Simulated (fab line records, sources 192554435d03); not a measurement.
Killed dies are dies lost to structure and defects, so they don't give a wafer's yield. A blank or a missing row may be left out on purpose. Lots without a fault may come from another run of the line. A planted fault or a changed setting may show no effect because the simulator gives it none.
Chamber matching | flow n5_finfet | N5_BEOL_M7_ALD_77 on ald_metal-04: 3 sister chambers
The step deposits TaN, target thk 2 nm, pulse time 2 s, purge time 3 s. 14 wafers are shown with their chamber, then 4 later ones without.

WAFERS WITH THEIR CHAMBER
wafer  | chamber | heater_power_w (W) | precursor_vessel_pressure_torr (Torr)
L080.2 | 3       | 364                | 26.13
L080.3 | 0       | 416                | 26.27
L080.4 | 0       | 414                | 26.24
L079.1 | 1       | 386                | 26.15
L079.3 | 3       | 365                | 26.21
L079.5 | 0       | 419                | 26.34
L081.1 | 1       | 403                | 26.26
L081.3 | 3       | 353                | 26.29
L081.6 | 0       | 410                | 26.25
L087.2 | 1       | 399                | 26.11
L087.4 | 3       | 358                | 26.21
L087.6 | 0       | 417                | 26.31
L090.1 | 0       | 424                | 26.25
L090.2 | 3       | 363                | 26.27

SIGNATURES (means of the wafers above)
reading                        | chamber 0 | chamber 1 | chamber 3 | scatter within a chamber
heater_power_w                 | 416.67    | 396.00    | 360.60    | 5.8
precursor_vessel_pressure_torr | 26.2767   | 26.1733   | 26.2220   | 0.057
Rule: a wafer's distance from a chamber is the root of the sum, over the readings, of the square of ((its reading less the chamber's mean) divided by the reading's scatter). The wafer belongs to the nearest chamber; if the next one is less than 2 further off, it can't be placed. The scatter: the root of (the sum of the squares of (reading less its chamber's mean) over the shown wafers, divided by (wafers less chambers)).

WAFERS WITHOUT THEIR CHAMBER
wafer  | heater_power_w (W) | precursor_vessel_pressure_torr (Torr)
L094.3 | 410                | 26.37
L096.1 | 364                | 26.28
L096.4 | 419                | 26.25
L096.5 | 410                | 26.29

WHICH CHAMBER EACH WENT THROUGH
wafer  | from the rows above     | in truth
L094.3 | 0                       | 0
L096.1 | 3                       | 3
L096.4 | 0                       | 0
L096.5 | can't be placed: 0 or 1 | 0
Placed correctly: 3 of 4. Can't be placed from these rows: 1 (the true chamber is among the candidates in 1). Placed wrongly: 0.
